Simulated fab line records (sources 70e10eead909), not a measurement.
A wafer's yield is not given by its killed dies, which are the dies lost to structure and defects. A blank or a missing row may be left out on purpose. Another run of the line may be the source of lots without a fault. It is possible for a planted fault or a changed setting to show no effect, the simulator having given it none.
Struck lot and sound lot, side by side | flow nand_harc | 13 out of 1159 route steps
Sound: these wafers, L607.4, L607.5, L607.6. Wafers struck: L609.1, L609.3, L609.5. The cause is named last.
Each step with rows lists, per side, the tool, then ch with its chambers, then its first start. Under that, the readings that differ: sound wafers | struck wafers | difference of the means | sigmas: that difference in standard deviations of wafers without a fault.
alike: readings with means less than 2 such deviations apart, plus words and numbers identical on both sides. not compared: withheld readings, readings lacking a value on some wafer, bounds such as >300 that could conceal the same value, and numbers that have no deviation in the record and whose values overlap.
The two part at a step that has a row with sigmas, a row that says differs or no value, or rows on one side only. Numbers that have no deviation but don't overlap get no sigmas and don't part them. A reading that every wafer of one side lacks parts them only if that side has two wafers or more.

NHARC_P_M2_PRE_CLEAN_30: time 30 s.
  sound on pvd_sputter-02; struck on pvd_sputter-03
  alike: heater_power_w
then, 3 steps without rows for these wafers: NHARC_P_M2_PVD_20 (deposits TaN, target thk 5 nm, time 8.06 s); NHARC_P_M2_PVD_21 (deposits Cu, target thk 30 nm, time 20.49 s); NHARC_P_M2_ECD_22 (material Cu, target thk 400 nm).
NHARC_P_M2_ANNEAL_31: time 90 s.
  sound on rtp_anneal-01 ch 0, day 8 06:32; struck on rtp_anneal-01 ch 0, day 8 11:55
  alike: wafer_temp_C_max
NHARC_P_M2_CMP_23: polishes, t overpolish 20 s, target thk 144.3 nm.
  sound on cmp-02 ch 2,3, day 8 06:46; struck on cmp-02 ch 1,2,3, day 8 12:19
  alike: edge_zone_pressure_frac, motor_current_A, time_to_endpoint_s
NHARC_P_M2_THK_MEAS_24: measures by xrf.
  sound on film_metro-02 at day 8 07:03; struck on film_metro-02 at day 8 12:34
  alike: thk_nm
following that, these wafers have no rows for 1 step: NHARC_P_M2_SRD_25.
NHARC_P_M2_INSPECT_27:
  sound on defect_inspect-02 at day 8 07:13; struck on defect_inspect-02 at day 8 12:43
  alike: raw_defect_count
then, 1 step without rows for these wafers: NHARC_P_M2_PRE_CLEAN_32 (time 12 s).
NHARC_P_M2_DEP_33: deposits SiCN, target thk 30 nm.
  sound on pecvd-01 ch 0,1,2, day 8 07:30; struck on pecvd-04 ch 0,2, day 8 12:52
  alike: heater_power_w
  not compared: since_wet_clean_h
NHARC_P_BONDPAD_DEP_00: deposits SiCN, target thk 250 nm.
  sound on pecvd-04 ch 0,1,2, day 8 07:55; struck on pecvd-01 ch 0,1,2, day 8 13:56
  alike: heater_power_w
  not compared: since_wet_clean_h
NHARC_P_BONDPAD_CMP_32: polishes SiCN, target thk 200 nm.
  sound on cmp-01 ch 1,2,3, day 8 08:14; struck on cmp-02 ch 1,2, day 8 14:24
  alike: edge_zone_pressure_frac, motor_current_A

## WHERE THEY PART
Nowhere in this record.

WHY: what had been put in by the simulator
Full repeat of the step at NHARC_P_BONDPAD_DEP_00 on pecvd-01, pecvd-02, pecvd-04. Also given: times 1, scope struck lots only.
